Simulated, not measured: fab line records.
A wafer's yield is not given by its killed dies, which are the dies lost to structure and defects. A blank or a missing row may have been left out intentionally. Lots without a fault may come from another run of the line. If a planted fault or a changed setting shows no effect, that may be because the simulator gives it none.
What tool caused it?	flow nandHarc	36 wafers from 12 lots sampled at 5 of the route's 1159 steps

WHAT THE GAUGES READ, wafer by wafer
NHARC_A_CONTACT_CD_MEAS_69: the cd target is 200 nm.
lot	measured	on	cdNm (nm)
L075	day 16 22:21	cdSem-03	200.9 201.1 200.2
L079	day 17 02:04	cdSem-03	200.0 200.2 200.7
L078	day 17 07:50	cdSem-02	199.7 199.9 199.3
L080	day 18 09:27	cdSem-03	201.6 200.3 200.3
L082	day 19 02:25	cdSem-02	200.8 200.9 201.2
L086	day 19 17:56	cdSem-01	199.9 199.3 200.2
L085	day 19 23:13	cdSem-02	199.8 200.1 200.6
L088	day 20 09:04	cdSem-03	200.1 200.1 199.8
L090	day 21 00:23	cdSem-03	200.0 199.9 199.5
L094	day 21 09:06	cdSem-03	200.8 200.5 199.6
L096	day 22 00:03	cdSem-02	199.6 198.8 198.9
L097	day 22 14:20	cdSem-02	200.5 200.1 200.5

WHAT TOOL EACH LOT RAN ON (gives the tool, then ch and the chambers of the sampled wafers, and finally the start)
lot	NHARC_A_CONTACT_ETCH_116	NHARC_A_CONTACT_ETCH_117	NHARC_A_CONTACT_ETCH_123	NHARC_A_CONTACT_ETCH_96
L075	harCapEtch-03 ch 0,1, day 16 16:46	harCapEtch-03 ch 0,1, day 16 16:51	harCapEtch-03 ch 0,1, day 16 17:23	rieDiel-05 ch 0,2,3, day 16 22:21 or earlier
L079	harCapEtch-02 ch 0,1, day 16 20:57	harCapEtch-02 ch 0,1, day 16 21:02	harCapEtch-02 ch 0,1, day 16 21:35	rieDiel-03 ch 1,2,3, day 17 02:04 or earlier
L078	harCapEtch-01 ch 0,1, day 17 02:45	harCapEtch-01 ch 0,1, day 17 02:50	harCapEtch-01 ch 0,1, day 17 03:23	rieDiel-03 ch 0,2, day 17 07:50 or earlier
L080	harCapEtch-02 ch 0,1, day 18 04:35	harCapEtch-02 ch 0,1, day 18 04:40	harCapEtch-02 ch 0,1, day 18 05:16	rieDiel-03 ch 0,1,3, day 18 09:27 or earlier
L082	harCapEtch-03 ch 0,1, day 18 21:37	harCapEtch-03 ch 0,1, day 18 21:43	harCapEtch-03 ch 0,1, day 18 22:17	rieDiel-05 ch 0,1,3, day 19 02:25 or earlier
L086	harCapEtch-02 ch 0,1, day 19 13:01	harCapEtch-02 ch 0,1, day 19 13:07	harCapEtch-02 ch 0,1, day 19 13:44	rieDiel-03 ch 1,2,3, day 19 17:56 or earlier
L085	harCapEtch-02 ch 0,1, day 19 18:24	harCapEtch-02 ch 0,1, day 19 18:29	harCapEtch-02 ch 0,1, day 19 19:02	rieDiel-03 ch 0,2,3, day 19 23:13 or earlier
L088	harCapEtch-02 ch 0,1, day 20 03:11	harCapEtch-02 ch 0,1, day 20 03:16	harCapEtch-02 ch 0,1, day 20 03:49	rieDiel-03 ch 1,2,3, day 20 09:04 or earlier
L090	harCapEtch-02 ch 0,1, day 20 18:50	harCapEtch-02 ch 0,1, day 20 18:55	harCapEtch-02 ch 0,1, day 20 19:31	rieDiel-03 ch 1,2, day 21 00:23 or earlier
L094	harCapEtch-02 ch 0,1, day 21 00:59	harCapEtch-02 ch 0,1, day 21 01:04	harCapEtch-02 ch 0,1, day 21 01:37	rieDiel-03 ch 0,1,3, day 21 09:06 or earlier
L096	harCapEtch-01 ch 0,1, day 21 19:11	harCapEtch-01 ch 0,1, day 21 19:17	harCapEtch-01 ch 0,1, day 21 19:55	rieDiel-05 ch 0,1,2, day 22 00:03 or earlier
L097	harCapEtch-03 ch 0,1, day 22 09:10	harCapEtch-03 ch 0,1, day 22 09:15	harCapEtch-03 ch 0,1, day 22 09:47	rieDiel-05 ch 0,2,3, day 22 14:20 or earlier
- NHARC_A_CONTACT_ETCH_116: etches the open film in C4F8/O2/Ar, time 94 s, target depth 922 nm.
- NHARC_A_CONTACT_ETCH_117: etches the open film in C4F8/O2/Ar, time 94 s, target depth 922 nm.
- NHARC_A_CONTACT_ETCH_123: etches the open film in C4F8/O2/Ar, time 253 s, target depth 1090 nm.
- NHARC_A_CONTACT_ETCH_96: etches the open film in C4F6/O2, target depth 20 nm, time 10 s.

THE ANSWER, worked out from the rows above alone
Rule: the usual values come from the lots themselves. The widest of any qualifying gaps counts: lots, ordered by their means at a reading, are off when they make up no more than a third of the lots, leave a main group of 4 or more, and stand apart from it by 3 or more times the standard deviation of that group's means. The tables above print the reading to a certain number of digits; a main group whose means all agree to those digits is not used. A lot without any number at a reading at which 4 lots or more have one is off too. Any other lot the step has rows for is counted as sound.
No lot is off at any reading shown: from this, nothing can be told.

WHAT THE SIMULATOR HAD PUT IN
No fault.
